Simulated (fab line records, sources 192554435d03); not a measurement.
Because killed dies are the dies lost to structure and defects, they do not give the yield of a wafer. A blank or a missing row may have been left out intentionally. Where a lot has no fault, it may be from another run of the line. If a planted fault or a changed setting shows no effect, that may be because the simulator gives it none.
fab line records    flow n5-finfet    part 2 of 2: steps 4 to 6 of 6
[record] lots = 23  wafers = 69  last-day = 19
route steps=1938 shown BEOL_M3@949
lots that met no fault: taken from a fault-free run of the same line
start-h: hours from the record's first day to the start of the lot's first wafer shown    wait-h: hours elapsed since this lot's preceding step    " repeats the value in the row above    L1.1+2: several wafers, shown together as one row    - no value, or no start given    * or withheld: withheld    < > ~ a bound
route shown NAME@n: a module of which the file shows steps, and the number in the route of the first    usual: mean/standard deviation of fault-free wafers    same: alike in all rows    chamber/n: place in a boat    sites: each site's reading    _std_site: how widely they spread, as a standard deviation    _edge_site: the outer-site mean with the inner-site mean subtracted    radius-mm: for every site, how far away it sits from the centre of the wafer    mask NAME#n: copy n    behind: the last tool/chamber to shape the wafer    hold: why the lot was held/for how many hours/how that ended    device: the n, p or np transistor that did not switch    end of line: the route-end tests of the same wafers    where a step has no rows: the recipe by itself    killed: the dies lost at the first sort to structure and to defects; this is not the yield of the wafer    map: dies across one wafer; x = killed, . = not, _ = none there
set.NAME: the setting as run; set.NAME@STEP: as run at that earlier step    model.NAME: the simulator's own value behind a step, which no gauge read
steps of the route over a sample of lots; a table a step, a row a wafer
services: the hour from which a tool's chamber was out of use, counted from the record's first day as start-h (under 0 if before that day), plus the number of hours and why
[[steps]]
[step N5_BEOL_M3_VIA_ETCH_34]
[recipe] chemistry = C4F6/O2  target-depth-a = 694  mask-material = SOC  pressure-mtorr = 15  ion-energy-ev = 250  taper-deg = 4  time-s = 65.9  source-w = 350  bias-w = 170  Ar_flow_sccm = 300  C4F6_flow_sccm = 10  O2_flow_sccm = 10
[usual] drypump-motor-current-A = 5.5/0.39  oes-product-au = 0.79/0.08  rf-vpp-V = 665/7  showerhead-plenum-p-Torr = 2.85/0.068  throttle-valve-pct = 30.81/0.23
lot.wafer  tool         chamber  start-h  wait-h  drypump-motor-current-A  oes-product-au  rf-hours-counter-h  rf-vpp-V  showerhead-plenum-p-Torr  throttle-valve-pct
L074.2     rie-diel-06  3        143.10   0.0     5.2                      0.69            234                 662       2.80                      31.02
L074.3     "            1        "        "       5.7                      0.68            249                 659       2.69                      30.87
L074.4     "            2        "        "       5.8                      0.80            88                  665       2.87                      30.78
L076.2     rie-diel-06  2        151.08   0.0     5.9                      0.80            92                  665       2.87                      30.76
L076.3     "            3        "        "       5.2                      0.70            238                 662       2.80                      31.03
L076.5     "            2        "        "       5.8                      0.80            -                   665       2.87                      30.77
L075.4     rie-diel-05  3        157.00   0.0     5.4                      0.77            119                 681       2.87                      30.60
L075.5     "            2        "        "       5.8                      0.83            -                   661       2.87                      31.17
L075.6     "            3        "        "       5.4                      0.77            -                   681       2.87                      30.61
L077.4     rie-diel-05  0        167.06   0.0     4.9                      0.69            215                 658       2.82                      31.01
L077.5     "            3        "        "       5.4                      0.76            -                   682       2.87                      30.62
L077.6     "            0        "        "       4.9                      0.69            -                   660       2.82                      31.01
L078.1     rie-diel-06  0        186.89   0.0     5.4                      0.72            206                 660       2.82                      31.01
L078.3     "            1        "        "       5.7                      0.97            3                   671       3.03                      30.71
L078.4     "            2        "        "       5.8                      0.78            -                   664       2.87                      30.79
L079.2     rie-diel-05  0        186.99   0.0     4.9                      0.69            222                 657       2.82                      31.01
L079.5     "            0        "        "       4.9                      0.69            -                   657       2.82                      31.02
L079.6     "            1        "        "       5.0                      0.86            -                   671       2.77                      30.53
L080.2     rie-diel-06  2        191.80   0.0     5.8                      0.78            109                 664       2.86                      30.79
L080.3     "            0        "        "       5.4                      0.72            208                 658       2.82                      31.02
L080.6     "            2        "        "       5.8                      0.78            -                   664       2.87                      30.79
L083.2     rie-diel-05  2        203.74   0.0     5.8                      0.81            108                 663       2.86                      31.17
L083.3     "            1        "        "       4.9                      0.86            65                  671       2.77                      30.55
L083.6     "            1        "        "       4.9                      0.86            -                   670       2.77                      30.53
L081.3     rie-diel-03  3        210.01   0.0     5.4                      0.74            154                 657       2.84                      31.06
L081.5     "            1        "        "       5.1                      0.81            -                   669       2.87                      30.65
L081.6     "            3        "        "       5.4                      0.74            -                   658       2.84                      31.05
L082.2     rie-diel-06  2        211.12   0.0     5.8                      0.78            115                 664       2.86                      30.79
L082.4     "            3        "        "       5.1                      0.99            5                   662       2.79                      30.74
L082.5     "            1        "        "       5.7                      0.94            -                   670       3.03                      30.72
L084.2     rie-diel-03  0        222.35   0.0     6.2                      0.90            21                  660       2.79                      30.58
L084.3     "            3        "        "       5.4                      0.75            157                 657       2.84                      31.05
L084.4     "            2        "        "       5.7                      0.69            198                 668       2.93                      30.46
L086.4     rie-diel-05  2        233.73   0.0     5.8                      0.81            115                 662       2.86                      31.19
L086.5     "            2        "        "       5.8                      0.80            -                   662       2.86                      31.19
L086.6     "            1        "        "       4.9                      0.85            -                   672       2.77                      30.55
L089.3     rie-diel-06  3        242.10   0.0     5.2                      0.94            13                  661       2.78                      30.75
L089.4     "            1        "        "       5.7                      0.90            20                  669       3.02                      30.72
L089.5     "            1        "        "       5.7                      0.90            -                   672       3.02                      30.73
L087.2     rie-diel-03  1        247.36   0.0     5.1                      0.79            101                 669       2.87                      30.66
L087.4     "            0        "        "       6.3                      0.89            26                  659       2.79                      30.58
L087.5     "            1        "        "       5.1                      0.79            -                   671       2.87                      30.65
L088.2     rie-diel-05  0        253.52   0.0     4.9                      0.68            239                 659       2.81                      31.03
L088.3     "            2        "        "       5.8                      0.80            119                 665       2.85                      31.20
L088.5     "            1        "        "       4.9                      0.85            -                   671       2.77                      30.54
L090.2     rie-diel-06  2        257.17   0.0     5.8                      0.76            129                 664       2.86                      30.82
L090.3     "            0        "        "       5.4                      0.71            225                 659       2.82                      31.02
L090.4     "            1        "        "       5.8                      0.91            24                  670       3.02                      30.74
L092.2     rie-diel-03  0        260.55   0.0     6.2                      0.89            30                  660       2.79                      30.59
L092.5     "            3        "        "       5.4                      0.73            -                   657       2.84                      31.05
L092.6     "            0        "        "       6.2                      0.88            -                   659       2.79                      30.59
L091.1     rie-diel-03  0        260.91   0.0     6.2                      0.88            30                  660       2.79                      30.58
L091.3     "            1        "        "       5.1                      0.80            105                 669       2.87                      30.68
L091.6     "            3        "        "       5.5                      0.74            -                   658       2.84                      31.07
L093.1     rie-diel-05  3        267.17   0.0     5.4                      0.75            149                 681       2.85                      30.64
L093.3     "            2        "        "       5.8                      0.80            124                 662       2.85                      31.21
L093.6     "            3        "        "       5.4                      0.75            -                   681       2.85                      30.63
L094.1     rie-diel-03  0        276.47   0.0     6.3                      0.88            34                  658       2.79                      30.59
L094.2     "            2        "        "       5.8                      0.68            210                 670       2.93                      30.47
L094.3     "            3        "        "       5.4                      0.73            171                 656       2.83                      31.06
L095.2     rie-diel-05  2        284.62   0.0     5.8                      0.79            129                 663       2.85                      31.20
L095.3     "            1        "        "       4.9                      0.84            87                  671       2.76                      30.58
L095.6     "            3        "        "       5.4                      0.74            -                   680       2.85                      30.64
L097.1     rie-diel-05  1        302.67   0.0     4.9                      0.84            93                  670       2.76                      30.57
L097.3     "            2        "        "       5.8                      0.79            135                 662       2.85                      31.20
L097.6     "            1        "        "       4.9                      0.83            -                   672       2.76                      30.56
L096.4     rie-diel-06  0        307.24   0.0     5.4                      0.70            240                 658       2.81                      31.04
L096.5     "            2        "        "       5.8                      0.75            -                   663       2.85                      30.82
L096.6     "            3        "        "       5.2                      0.92            -                   662       2.78                      30.77
[step N5_BEOL_M3_SURFACE_TREAT_85]
[recipe] gas = Ar  time-s = *  ion-energy-ev = *  ion-current-ma-cm2 = 0.5  pressure-mtorr = *  ar-flow-sccm = 30
[usual] pressure-mtorr = *  throttle-valve-pct = *
lot.wafer  tool            chamber  start-h  wait-h  pressure-mtorr  throttle-valve-pct
L074.2     pvd-sputter-02  -        143.93   0.1     *               *
L074.3     "               -        "        "       *               *
L074.4     "               -        "        "       *               *
L076.2     pvd-sputter-01  -        152.43   0.1     *               *
L076.3     "               -        "        "       *               *
L076.5     "               -        "        "       *               *
L075.4     pvd-sputter-01  -        158.91   0.5     *               *
L075.5     "               -        "        "       *               *
L075.6     "               -        "        "       *               *
L077.4     pvd-sputter-03  -        168.70   0.4     *               *
L077.5     "               -        "        "       *               *
L077.6     "               -        "        "       *               *
L078.1     pvd-sputter-03  -        188.15   0.3     *               *
L078.3     "               -        "        "       *               *
L078.4     "               -        "        "       *               *
L079.2     pvd-sputter-03  -        188.19   0.2     *               *
L079.5     "               -        "        "       *               *
L079.6     "               -        "        "       *               *
L080.2     pvd-sputter-02  -        194.89   0.2     *               *
L080.3     "               -        "        "       *               *
L080.6     "               -        "        "       *               *
L083.2     pvd-sputter-03  -        204.89   0.2     *               *
L083.3     "               -        "        "       *               *
L083.6     "               -        "        "       *               *
L081.3     pvd-sputter-03  -        211.95   0.1     *               *
L081.5     "               -        "        "       *               *
L081.6     "               -        "        "       *               *
L082.2     pvd-sputter-01  -        212.85   0.5     *               *
L082.4     "               -        "        "       *               *
L082.5     "               -        "        "       *               *
L084.2     pvd-sputter-01  -        224.57   1.2     *               *
L084.3     "               -        "        "       *               *
L084.4     "               -        "        "       *               *
L086.4     pvd-sputter-03  -        234.91   0.3     *               *
L086.5     "               -        "        "       *               *
L086.6     "               -        "        "       *               *
L089.3     pvd-sputter-02  -        243.13   0.2     *               *
L089.4     "               -        "        "       *               *
L089.5     "               -        "        "       *               *
L087.2     pvd-sputter-01  -        248.77   0.2     *               *
L087.4     "               -        "        "       *               *
L087.5     "               -        "        "       *               *
L088.2     pvd-sputter-03  -        254.75   0.2     *               *
L088.3     "               -        "        "       *               *
L088.5     "               -        "        "       *               *
L090.2     pvd-sputter-02  -        258.10   0.2     *               *
L090.3     "               -        "        "       *               *
L090.4     "               -        "        "       *               *
L092.2     pvd-sputter-03  -        261.88   0.2     *               *
L092.5     "               -        "        "       *               *
L092.6     "               -        "        "       *               *
L091.1     pvd-sputter-03  -        262.00   0.2     *               *
L091.3     "               -        "        "       *               *
L091.6     "               -        "        "       *               *
L093.1     pvd-sputter-03  -        268.64   0.3     *               *
L093.3     "               -        "        "       *               *
L093.6     "               -        "        "       *               *
L094.1     pvd-sputter-01  -        277.58   0.1     *               *
L094.2     "               -        "        "       *               *
L094.3     "               -        "        "       *               *
L095.2     pvd-sputter-03  -        286.19   0.4     *               *
L095.3     "               -        "        "       *               *
L095.6     "               -        "        "       *               *
L097.1     pvd-sputter-02  -        304.08   0.3     *               *
L097.3     "               -        "        "       *               *
L097.6     "               -        "        "       *               *
L096.4     pvd-sputter-03  -        308.07   0.1     *               *
L096.5     "               -        "        "       *               *
L096.6     "               -        "        "       *               *
[step N5_BEOL_M3_ANNEAL_49]
[recipe] temp-c = 400  time-s = 240  ambient = vacuum
[usual] heater-power-w = 817/83
lot.wafer  tool            chamber  start-h  wait-h  heater-power-w
L074.2     pvd-sputter-02  -        144.25   0.0     858
L074.3     "               -        "        "       857
L074.4     "               -        "        "       887
L076.2     pvd-sputter-03  -        152.84   0.0     885
L076.3     "               -        "        "       861
L076.5     "               -        "        "       841
L075.4     pvd-sputter-01  -        159.47   0.1     842
L075.5     "               -        "        "       636
L075.6     "               -        "        "       840
L077.4     pvd-sputter-03  -        169.02   0.0     814
L077.5     "               -        "        "       852
L077.6     "               -        "        "       811
L078.1     pvd-sputter-03  -        188.52   0.0     822
L078.3     "               -        "        "       892
L078.4     "               -        "        "       857
L079.2     pvd-sputter-02  -        188.91   0.0     845
L079.5     "               -        "        "       862
L079.6     "               -        "        "       828
L080.2     pvd-sputter-02  -        195.21   0.0     860
L080.3     "               -        "        "       877
L080.6     "               -        "        "       867
L083.2     pvd-sputter-01  -        205.49   0.1     836
L083.3     "               -        "        "       867
L083.6     "               -        "        "       864
L081.3     pvd-sputter-02  -        212.31   0.0     863
L081.5     "               -        "        "       847
L081.6     "               -        "        "       874
L082.2     pvd-sputter-02  -        214.15   0.0     876
L082.4     "               -        "        "       889
L082.5     "               -        "        "       871
L084.2     pvd-sputter-02  -        225.03   0.0     601
L084.3     "               -        "        "       881
L084.4     "               -        "        "       843
L086.4     pvd-sputter-03  -        237.03   0.0     813
L086.5     "               -        "        "       823
L086.6     "               -        "        "       876
L089.3     pvd-sputter-03  -        247.34   0.0     887
L089.4     "               -        "        "       849
L089.5     "               -        "        "       798
L087.2     pvd-sputter-02  -        249.18   0.0     844
L087.4     "               -        "        "       606
L087.5     "               -        "        "       889
L088.2     pvd-sputter-03  -        255.27   0.0     841
L088.3     "               -        "        "       778
L088.5     "               -        "        "       819
L090.2     pvd-sputter-02  -        259.02   0.0     853
L090.3     "               -        "        "       608
L090.4     "               -        "        "       882
L092.2     pvd-sputter-01  -        262.20   0.0     847
L092.5     "               -        "        "       849
L092.6     "               -        "        "       823
L091.1     pvd-sputter-03  -        262.52   0.0     792
L091.3     "               -        "        "       840
L091.6     "               -        "        "       785
L093.1     pvd-sputter-03  -        268.98   0.0     830
L093.3     "               -        "        "       753
L093.6     "               -        "        "       769
L094.1     pvd-sputter-02  -        278.17   0.0     871
L094.2     "               -        "        "       876
L094.3     "               -        "        "       599
L095.2     pvd-sputter-03  -        286.55   0.0     901
L095.3     "               -        "        "       782
L095.6     "               -        "        "       813
L097.1     pvd-sputter-01  -        304.56   0.0     628
L097.3     "               -        "        "       831
L097.6     "               -        "        "       826
L096.4     pvd-sputter-03  -        308.63   0.0     898
L096.5     "               -        "        "       838
L096.6     "               -        "        "       825
[[services]]
tool            chamber  start-h  hours  kind
rie-metal-02    0        129.10   1.5    repair
rie-metal-01    -        136.82   1.2    repair
rie-metal-02    1        138.88   2.5    repair
rie-metal-02    0        142.22   4.0    repair
rie-diel-06     1        144.27   14.9   repair
pvd-sputter-01  -        146.86   5.2    repair
rie-diel-03     3        152.15   13.5   repair
rie-diel-03     -        157.17   10.0   pm
rie-diel-06     1        161.77   -      clean
rie-diel-06     1        161.77   -      consumable-replace:focus-ring
rie-diel-06     1        161.77   -      consumable-replace:showerhead
rie-metal-02    -        175.48   15.6   pm
rie-diel-05     3        175.74   3.6    repair
rie-metal-02    -        191.08   4.3    pm
rie-metal-02    -        200.62   0.2    repair
rie-diel-03     0        209.33   4.7    repair
rie-metal-02    -        224.15   0.5    repair
rie-diel-06     0        235.18   4.9    repair
rie-metal-03    -        245.96   1.4    pm
rie-metal-02    -        254.16   2.8    pm
rie-diel-03     0        268.47   1.5    repair
rie-diel-05     0        280.12   21.8   repair
rie-metal-01    1        285.26   12.6   repair
rie-metal-01    -        296.14   2.8    pm
